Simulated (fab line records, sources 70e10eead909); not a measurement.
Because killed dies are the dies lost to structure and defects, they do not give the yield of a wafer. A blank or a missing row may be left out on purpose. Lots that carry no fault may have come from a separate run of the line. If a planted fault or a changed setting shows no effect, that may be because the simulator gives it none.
Which tool did it?	flow nandHarc	24 lots with 72 wafers sampled at 5 steps, on a route of 1302 steps

WHAT THE GAUGES READ, wafer by wafer
NHARC_P_GATE_CD_MEAS_11: target cd 1640 nm. Usual: cdNm 1639.2 nm, standard deviation 2.6.
lot	measured	on	cdNm (nm)	flag
L074	day 4 08:55	cdSem-03	1636.9 1638.6 1637.5	
L075	day 4 21:01	cdSem-02	1644.7 1644.5 1644.6	
L077	day 5 10:59	cdSem-01	1639.1 1635.5 1637.1	
L076	day 5 11:08	cdSem-03	1635.1 1637.1 1639.0	
L078	day 5 22:38	cdSem-02	1638.3 1636.4 1639.2	
L080	day 6 14:57	cdSem-01	1641.0 1640.9 1640.0	
L079	day 6 15:06	cdSem-02	1637.2 1638.5 1640.3	
L081	day 7 06:43	cdSem-01	1636.9 1640.6 1637.3	
L082	day 7 20:12	cdSem-03	1638.5 1639.8 1638.2	
L083	day 8 01:29	cdSem-03	1638.4 1637.1 1639.3	
L084	day 8 12:55	cdSem-02	1640.7 1640.9 1640.3	
L085	day 8 23:50	cdSem-02	1644.9 1643.8 1641.7	
L086	day 9 12:50	cdSem-02	1639.7 1636.7 1638.4	
L087	day 9 17:44	cdSem-02	1641.0 1642.3 1643.3	
L089	day 10 16:11	cdSem-03	1635.3 1636.7 1636.6	
L088	day 10 16:20	cdSem-01	1639.6 1639.1 1639.7	
L090	day 11 06:01	cdSem-02	1637.2 1634.8 1640.4	
L091	day 11 09:58	cdSem-03	1636.8 1638.4 1636.8	
L092	day 11 22:11	cdSem-02	1635.3 1639.1 1636.2	
L093	day 12 06:39	cdSem-02	1638.1 1640.0 1639.6	
L094	day 12 22:46	cdSem-01	1640.3 1635.5 1637.2	
L095	day 12 22:55	cdSem-03	1643.1 1643.7 1644.6	
L096	day 13 10:43	cdSem-03	1638.6 1640.3 1638.5	
L097	day 13 20:05	cdSem-02	1641.8 1641.4 1639.2	

NHARC_P_GATE_CD_MEAS_91: target cd 2000 nm. Usual: cdNm 2000.1 nm, standard deviation 2.5.
lot	measured	on	cdNm (nm)	flag
L074	day 5 17:06	cdSem-03	1995.2 1997.8 1997.5	
L075	day 6 03:31	cdSem-02	2000.8 2000.4 1999.4	
L077	day 6 20:00	cdSem-01	1998.2 1999.1 1995.7	
L076	day 6 17:30	cdSem-02	1998.8 1996.6 1998.9	
L078	day 7 03:53	cdSem-01	2000.2 2000.3 1999.0	
L080	day 7 21:23	cdSem-03	1997.6 1997.5 1997.9	
L079	day 7 20:43	cdSem-03	1997.7 1997.4 1996.1	
L081	day 8 12:10	cdSem-01	2003.7 2004.6 2004.0	
L082	day 9 01:31	cdSem-02	1998.6 1998.8 1998.1	
L083	day 9 07:24	cdSem-01	2003.4 2006.0 2002.3	
L084	day 10 04:11	cdSem-01	1999.5 1997.9 1998.5	
L085	day 10 10:04	cdSem-01	2000.7 2002.2 2002.7	
L086	day 10 19:32	cdSem-02	2001.0 2003.3 2002.7	
L087	day 11 03:10	cdSem-03	1995.7 1998.1 1996.5	
L089	day 12 00:50	cdSem-02	2001.9 2000.7 1997.2	
L088	day 12 00:26	cdSem-02	1999.6 2000.5 2000.6	
L090	day 12 12:55	cdSem-01	1998.4 1998.8 1999.0	
L091	day 12 15:25	cdSem-01	2004.0 2000.3 2001.2	
L092	day 13 05:35	cdSem-03	1998.6 2000.2 1998.6	
L093	day 13 14:06	cdSem-01	2000.9 1999.9 2001.2	
L094	day 14 04:22	cdSem-03	2002.0 2003.0 2003.9	
L095	day 14 05:06	cdSem-01	2001.8 2000.4 2003.0	
L096	day 14 15:55	cdSem-03	2002.1 2000.5 2000.6	
L097	day 15 03:43	cdSem-01	1997.3 1998.5 1997.3	

NHARC_P_GATE_INSPECT_68. Usual: rawDefectCount 192, standard deviation 78.
lot	measured	on	rawDefectCount	flag
L074	day 5 20:11	defectInspect-02	166 145 106	
L075	day 6 06:35	defectInspect-02	266 203 408	
L077	day 6 23:16	defectInspect-01	203 106 223	
L076	day 6 20:35	defectInspect-01	178 250 208	
L078	day 7 06:59	defectInspect-02	136 415 228	
L080	day 8 00:44	defectInspect-01	167 150 81	
L079	day 7 23:57	defectInspect-02	133 192 160	
L081	day 8 15:19	defectInspect-01	165 143 191	
L082	day 9 04:35	defectInspect-02	177 147 125	
L083	day 9 10:28	defectInspect-01	247 265 143	
L084	day 10 07:17	defectInspect-01	98 84 82	
L085	day 10 13:10	defectInspect-02	134 172 167	
L086	day 10 22:36	defectInspect-01	260 216 290	
L087	day 11 06:20	defectInspect-01	246 180 364	
L089	day 12 04:41	defectInspect-02	240 111 126	
L088	day 12 03:29	defectInspect-02	146 228 163	
L090	day 12 16:16	defectInspect-02	86 77 136	
L091	day 12 18:29	defectInspect-01	182 270 180	
L092	day 13 08:40	defectInspect-02	220 131 207	
L093	day 13 17:19	defectInspect-02	331 228 211	
L094	day 14 07:28	defectInspect-01	101 99 101	
L095	day 14 08:10	defectInspect-02	164 137 136	
L096	day 14 18:58	defectInspect-01	229 271 341	
L097	day 15 06:47	defectInspect-02	244 258 159	

EACH LOT AND THE TOOL THAT RAN IT (in order: tool; ch and the chambers of the sampled wafers; start)
lot	NHARC_P_GATE_STRIP_113	NHARC_P_GATE_STRIP_95
L074	plasmaAsher-02 ch 0,1, day 5 17:37	plasmaAsher-02 ch 0,1, day 5 18:21
L075	plasmaAsher-01 ch 0,1, day 6 04:10	plasmaAsher-01 ch 0,1, day 6 04:46
L077	plasmaAsher-02 ch 0,1, day 6 20:36	plasmaAsher-02 ch 0,1, day 6 21:19
L076	plasmaAsher-01 ch 0,1, day 6 18:02	plasmaAsher-01 ch 0,1, day 6 18:46
L078	plasmaAsher-02 ch 0,1, day 7 04:41	plasmaAsher-02 ch 0,1, day 7 05:11
L080	plasmaAsher-02 ch 0,1, day 7 22:16	plasmaAsher-02 ch 0,1, day 7 22:46
L079	plasmaAsher-02 ch 0,1, day 7 21:14	plasmaAsher-02 ch 0,1, day 7 21:58
L081	plasmaAsher-01 ch 0,1, day 8 12:46	plasmaAsher-01 ch 0,1, day 8 13:29
L082	plasmaAsher-01 ch 0,1, day 9 02:03	plasmaAsher-01 ch 0,1, day 9 02:46
L083	plasmaAsher-01 ch 0,1, day 9 08:02	plasmaAsher-01 ch 0,1, day 9 08:39
L084	plasmaAsher-02 ch 0,1, day 10 04:57	plasmaAsher-02 ch 0,1, day 10 05:27
L085	plasmaAsher-01 ch 0,1, day 10 10:37	plasmaAsher-01 ch 0,1, day 10 11:20
L086	plasmaAsher-02 ch 0,1, day 10 20:03	plasmaAsher-02 ch 0,1, day 10 20:47
L087	plasmaAsher-02 ch 0,1, day 11 03:49	plasmaAsher-02 ch 0,1, day 11 04:31
L089	plasmaAsher-02 ch 0,1, day 12 01:44	plasmaAsher-02 ch 0,1, day 12 02:28
L088	plasmaAsher-02 ch 0,1, day 12 00:58	plasmaAsher-02 ch 0,1, day 12 01:40
L090	plasmaAsher-02 ch 0,1, day 12 13:34	plasmaAsher-02 ch 0,1, day 12 14:10
L091	plasmaAsher-02 ch 1, day 12 16:04	plasmaAsher-02 ch 1, day 12 16:41
L092	plasmaAsher-02 ch 0,1, day 13 06:07	plasmaAsher-02 ch 0,1, day 13 06:50
L093	plasmaAsher-02 ch 0,1, day 13 14:45	plasmaAsher-02 ch 0,1, day 13 15:21
L094	plasmaAsher-01 ch 1, day 14 05:02	plasmaAsher-01 ch 1, day 14 05:38
L095	plasmaAsher-02 ch 0,1, day 14 05:52	plasmaAsher-02 ch 0,1, day 14 06:22
L096	plasmaAsher-02 ch 0,1, day 14 16:26	plasmaAsher-02 ch 0,1, day 14 17:08
L097	plasmaAsher-01 ch 0,1, day 15 04:14	plasmaAsher-01 ch 0,1, day 15 04:58
- NHARC_P_GATE_STRIP_113: strips in N2/H2, time 740 s.
- NHARC_P_GATE_STRIP_95: strips in O2.

WHAT THE TOOLS THEMSELVES READ (means of the sampled wafers that have a number; where no wafer has one, the mark that the record gives instead)
NHARC_P_GATE_STRIP_113. Usual: drypumpMotorCurrentA 5.39 A, standard deviation 0.097; heaterPowerW 94 W, standard deviation 5; tempC 110.01 C, standard deviation 0.12.
lot	tool	drypumpMotorCurrentA (A)	heaterPowerW (W)	tempC (C)	flag
L074	plasmaAsher-02	5.41	99	110.02	
L075	plasmaAsher-01	5.26	90	110.05	
L077	plasmaAsher-02	5.43	99	110.08	
L076	plasmaAsher-01	5.26	90	109.97	
L078	plasmaAsher-02	5.44	96	110.02	
L080	plasmaAsher-02	5.44	99	109.79	
L079	plasmaAsher-02	5.41	98	110.17	
L081	plasmaAsher-01	5.25	87	110.02	
L082	plasmaAsher-01	5.30	91	110.00	
L083	plasmaAsher-01	5.29	91	110.04	
L084	plasmaAsher-02	5.45	97	110.04	
L085	plasmaAsher-01	5.30	91	110.11	
L086	plasmaAsher-02	5.45	99	109.76	
L087	plasmaAsher-02	5.45	96	109.95	
L089	plasmaAsher-02	5.46	94	110.02	
L088	plasmaAsher-02	5.49	93	109.96	
L090	plasmaAsher-02	5.42	96	109.97	
L091	plasmaAsher-02	5.50	92	110.10	
L092	plasmaAsher-02	5.43	94	110.02	
L093	plasmaAsher-02	5.47	94	110.11	
L094	plasmaAsher-01	5.20	84	110.01	
L095	plasmaAsher-02	5.43	96	109.99	
L096	plasmaAsher-02	5.45	95	109.94	
L097	plasmaAsher-01	5.26	88	109.87	

NHARC_P_GATE_STRIP_95. Usual: drypumpMotorCurrentA 5.39 A, standard deviation 0.098; heaterPowerW 352 W, standard deviation 18; tempC 250.03 C, standard deviation 0.17.
lot	tool	drypumpMotorCurrentA (A)	heaterPowerW (W)	tempC (C)	flag
L074	plasmaAsher-02	5.45	366	250.01	
L075	plasmaAsher-01	5.25	339	249.86	
L077	plasmaAsher-02	5.44	365	249.97	
L076	plasmaAsher-01	5.25	341	249.79	
L078	plasmaAsher-02	5.44	368	249.99	
L080	plasmaAsher-02	5.39	369	249.96	
L079	plasmaAsher-02	5.45	359	249.93	
L081	plasmaAsher-01	5.25	325	249.95	
L082	plasmaAsher-01	5.30	335	250.18	
L083	plasmaAsher-01	5.30	337	250.07	
L084	plasmaAsher-02	5.46	366	250.02	
L085	plasmaAsher-01	5.29	342	249.95	
L086	plasmaAsher-02	5.46	371	250.05	
L087	plasmaAsher-02	5.47	361	250.21	
L089	plasmaAsher-02	5.47	352	250.08	
L088	plasmaAsher-02	5.47	356	249.92	
L090	plasmaAsher-02	5.40	363	250.03	
L091	plasmaAsher-02	5.47	352	250.19	
L092	plasmaAsher-02	5.43	354	250.11	
L093	plasmaAsher-02	5.47	354	250.07	
L094	plasmaAsher-01	5.20	315	250.13	
L095	plasmaAsher-02	5.41	359	250.09	
L096	plasmaAsher-02	5.45	352	250.03	
L097	plasmaAsher-01	5.25	325	249.97	

THE ANSWER, worked out from the rows above alone
Rule: a lot is off if the mean of its wafers that have a number lies more than 3 standard deviations from the usual mean. A lot without any number at a reading at which 4 lots or more have one is off too. Any other lot the step has rows for is counted as sound. After the gauges, taken in route order, come the tools' own readings; for these a lot's mean is taken, as printed above. At the first step where some lot is off, the reading lying furthest off is the one used; lots without a number count as furthest.
No lot is off at any reading shown: from this, nothing can be told.

WHAT THE SIMULATOR HAD INSERTED
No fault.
